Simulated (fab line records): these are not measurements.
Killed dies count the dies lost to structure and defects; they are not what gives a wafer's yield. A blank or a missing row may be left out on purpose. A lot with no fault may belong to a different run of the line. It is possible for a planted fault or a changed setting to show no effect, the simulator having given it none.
A lot that was struck, set against a sound lot / flow n5Finfet / 37 out of 1938 route steps
Sound: the wafers L772.3, L772.4, L772.5. Wafers L778.2, L778.3, L778.5 were the ones struck. At the end, the cause is stated.
Per side, at each step with rows, come the tool, then ch with its chambers, and then its first start. Under that, the readings that differ: sound wafers / struck wafers / difference of the means / sigmas: that difference in standard deviations of wafers without a fault.
alike: readings with means less than 2 such deviations apart, plus words and numbers identical on both sides. not compared: withheld readings, readings lacking a value on some wafer, bounds such as >300 that could conceal the same value, and numbers that have no deviation in the record and whose values overlap.
A row with sigmas, a row that says differs or no value, or rows on one side alone: a step with any of these is where the two part. Non-overlapping numbers with no deviation appear without sigmas and do not part them. A reading that every wafer of one side lacks parts them only if that side has two wafers or more.

first, 9 steps without rows for these wafers: N5_BEOL_M4_ANNEAL_95 (time 240 s); N5_BEOL_M4_SPUTTER_96 (material Cu, target thk 4.5 nm, time 8.29 s); N5_BEOL_M4_ECD_50 (material Cu, target thk 300 nm); N5_BEOL_M4_ANNEAL_51 (time 90 s); N5_BEOL_M4_CMP_52 (polishes, stops on SiOC, t overpolish 6.8 s, target thk 40 nm); N5_BEOL_M4_PRE_CLEAN_60 (time 15 s); N5_BEOL_M4_CO_CAP_55 (material Co, precursor CCTBA/H2, target thk 2 nm, time 102.1 s); N5_BEOL_M4_PRE_CLEAN_56 (time 15 s); N5_BEOL_M4_DEP_57 (deposits SiCN from 3MS/NH3, target thk 8 nm, time 14 s).
N5_BEOL_M4_RC_MEAS_101:
  sound on prober-02 ch 0, day 11 08:31; struck on prober-01 ch 0, day 12 22:52
reading=VT_P (mV); sound=-247 -249 -243; struck=-257 -256 -254; difference=-9; sigmas=-2
  alike: DIBL_N, DIBL_P, IOFF_N, IOFF_P, ION_N, ION_P, SS_N, SS_P, VT_N
then, 24 steps without rows for these wafers: N5_BEOL_M5_ILD_DEP_00 (deposits SiCOH lowk from DEMS/porogen, target thk 140.64 nm, time 25.9 s); N5_BEOL_M5_CURE_79 (cures SiCOH lowk, time 240 s); N5_BEOL_M5_PECVD_70 (deposits SiO2 from TEOS/O2, target thk 16 nm, time 18 s); N5_BEOL_M5_HM_DEP_02 (deposits TiN, target thk 20 nm); N5_BEOL_M5_COAT_59 (time 60 s, resist thk 60 nm); N5_BEOL_M5_COAT_60 (time 60 s, resist thk 12 nm); N5_BEOL_M5_COAT_71 (time 60 s, resist thk 5 nm); N5_BEOL_M5_COAT_05 (resist thk 30 nm); N5_BEOL_M5_EBR_07; N5_BEOL_M5_SOFTBAKE_06 (time 60 s); N5_BEOL_M5_EXPOSE_08 (exposes mask M5, target cd 28 nm); N5_BEOL_M5_PEB_09 (peb time 60 s); N5_BEOL_M5_DEVELOP_10 (develop time 30 s); N5_BEOL_M5_DESCUM_16 (chemistry O2, time 7 s); N5_BEOL_M5_ETCH_72 (etches underlayer in N2/H2, target depth 6.5 nm, time 5.2 s); N5_BEOL_M5_ETCH_61 (etches SiARC in CF4, target depth 15.6 nm, time 26 s); N5_BEOL_M5_ETCH_62 (etches SOC in N2/H2, target depth 75 nm, overetch 15 nm, time 112.5 s); N5_BEOL_M5_STRIP_63 (strips in N2/H2); N5_BEOL_M5_STRIP_73 (strips in N2/H2); N5_BEOL_M5_STRIP_64 (strips in CF4); N5_BEOL_M5_HM_OPEN_17 (chemistry Cl2/BCl3, target TiN, target depth 20 nm, overetch 6 nm); N5_BEOL_M5_STRIP_19 (strips in O2); N5_BEOL_M5_COAT_65 (time 60 s, resist thk 60 nm); N5_BEOL_M5_COAT_66 (time 60 s, resist thk 12 nm).
N5_BEOL_M8_STRIP_36: strips in N2/H2.
  sound on rieDiel-05 ch 0,3, day 12 21:57; struck on rieDiel-03 ch 1,3, day 14 17:53
  no value came back on the struck wafers for any of 8 readings (biasPowerW (W), chamberPressureMTorr (mTorr) and others); on the sound wafers biasPowerW (W) reads 6.996 7.015 7.003
reading=model.SOC_of_BEOL_M8_COAT_63.thkNm (nm); sound=0 0 0; struck=54.2 53.8 53.8; difference=+53.9; sigmas=
  not compared: rfHoursCounterH
N5_BEOL_M8_ETCH_41: etches SiCN in CH3F/O2, target depth 31.9 nm, time 57.8 s.
  sound on rieDiel-05 ch 0,3; struck on rieDiel-03 ch 1,3, day 14 17:57
reading=model.SOC_of_BEOL_M8_COAT_63.thkNm (nm); sound=0 0 0; struck=36 35 35.2; difference=+35; sigmas=
  alike: drypumpMotorCurrentA, oesProductAu, rfVppV, showerheadPlenumPTorr, throttleValvePct
  not compared: rfHoursCounterH
-- record jumps: 3 days separate the struck wafers' starts on either side; left off in module BEOL_M8, taken up again in module PASSIVATION, whose first shown step is the route's number 1936 --
N5_PASSIVATION_PROBE_49:
  sound on prober-01, day 16 04:12; struck on prober-02, day 17 18:26
reading=defectLimitedYield (%); sound=90.8; struck=0 0 0; difference=-91; sigmas=-70
reading=killed_at_M0_to_M3; sound=53; struck=21 21 37; difference=-27; sigmas=-3
reading=killed_at_M4_up; sound=8; struck=1113 1113 1077; difference=+1093; sigmas=+99 or more
reading=killedDies; sound=109; struck=1180 1180 1180; difference=+1071; sigmas=+71
reading=killedOnRim; sound=14; struck=152 152 152; difference=+138; sigmas=+32
reading=sort_bin_5_function (%); sound=5.9; struck=97.0 97.0 96.5; difference=+90.9; sigmas=+99 or more
reading=sortNPass; sound=1071; struck=0 0 0; difference=-1071; sigmas=-67
reading=sortYieldPct (%); sound=90.8; struck=0 0 0; difference=-91; sigmas=-65
  alike: killedAtContacts, killedAtFrontEnd, killedAtOther, killedOpen, killedShort, sort_bin_6_memory

WHERE THEY PART
At N5_BEOL_M4_RC_MEAS_101 first; at N5_PASSIVATION_PROBE_49 last (within this record only).

WHY: the cause the simulator had injected
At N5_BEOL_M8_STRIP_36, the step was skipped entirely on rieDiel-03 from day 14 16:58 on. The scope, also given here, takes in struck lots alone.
